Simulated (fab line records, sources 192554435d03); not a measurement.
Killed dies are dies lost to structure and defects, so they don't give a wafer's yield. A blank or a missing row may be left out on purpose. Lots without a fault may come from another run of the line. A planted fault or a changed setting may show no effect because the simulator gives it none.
Split-lot experiment | flow n5_finfet | 7 lots, 21 wafers read, on a route of 1938 steps

THE SPLIT
At N5_BEOL_M7_ETCH_62 (etches SOC in N2/H2, target depth 110 nm, overetch 22 nm, time 165 s), the setting source_w was moved away from the recipe's 840 W on 12 of the 21 wafers read, by -17.5% to +17.9%. The other wafers ran this setting at the recipe's value.

The reading is taken at the split's own step.

THE READING
rf_vpp_V, in V, at N5_BEOL_M7_ETCH_62 (etches SOC in N2/H2, target depth 110 nm, overetch 22 nm, time 165 s). Fault-free wafers of this fab line usually give 524.4 V, standard deviation 2.4 V.

wafer  | tool, chamber at the split | source_w as run, W | against the recipe | rf_vpp_V, V | against lot-mates on the recipe
L075.1 | rie_diel-01, 1             | 840                | recipe             | 524.4       | -
L075.3 | rie_diel-01, 3             | 693.1              | -17.5%             | 555.2       | +30.8
L075.6 | rie_diel-01, 0             | 840                | recipe             | 524.5       | -
L076.4 | rie_diel-01, 2             | 795.8              | -5.3%              | 535.7       | +11.9
L076.5 | rie_diel-01, 1             | 795.8              | -5.3%              | 531.8       | +8.0
L076.6 | rie_diel-01, 0             | 840                | recipe             | 523.8       | -
L084.1 | rie_diel-03, 3             | 947.2              | +12.8%             | 500.9       | no lot-mate on the recipe
L084.2 | rie_diel-03, 0             | 947.2              | +12.8%             | 502.7       | no lot-mate on the recipe
L084.3 | rie_diel-03, 2             | 947.2              | +12.8%             | 501.6       | no lot-mate on the recipe
L087.1 | rie_diel-02, 0             | 840                | recipe             | 521.2       | -
L087.2 | rie_diel-02, 2             | 840                | recipe             | 522.7       | -
L087.6 | rie_diel-02, 1             | 930.9              | +10.8%             | 507.1       | -14.9
L092.2 | rie_diel-02, 2             | 840                | recipe             | 522.1       | -
L092.3 | rie_diel-02, 3             | 990.4              | +17.9%             | 500.2       | -21.9
L092.6 | rie_diel-02, 0             | 990.4              | +17.9%             | 494.1       | -28.0
L090.1 | rie_diel-01, 1             | 703.8              | -16.2%             | 554.4       | no lot-mate on the recipe
L090.3 | rie_diel-01, 0             | 703.8              | -16.2%             | 554.4       | no lot-mate on the recipe
L090.6 | rie_diel-01, 0             | 703.8              | -16.2%             | 554.6       | no lot-mate on the recipe
L097.1 | rie_diel-01, 0             | 840                | recipe             | 521.5       | -
L097.5 | rie_diel-01, 2             | 840                | recipe             | 526.1       | -
L097.6 | rie_diel-01, 0             | 840                | recipe             | 523.1       | -

THE FIT
A straight line over all 21 wafers: rf_vpp_V changes by -1.72 V for each +1% of source_w; r = -0.99; the points scatter about the line by 2.3 V.
The same after taking each lot's own level away (the mean of its wafers on the recipe; 15 wafers): -1.53 V for each +1%; r = -0.99; scatter 2.2 V.
On that fit, the largest move of source_w shifts the reading by 27 V.
The lots' own levels span 521.95 to 524.45 V, that is 1.0 times the standard deviation above.
So the lot-to-lot level changes the slope: the two fits differ.
Check: with one of the wafers moved furthest among these (+17.9%) left out of the fit, the line predicts -28.6 V for it against its lot-mates. It came out at -21.9 V against them.
Tool readings at the split's step, against how far the setting was moved: rf_vpp_V r = -0.99.

THE FILE'S OWN FIT
rf_vpp_V changes by -1.55 V for each +1% of source_w, r = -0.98.
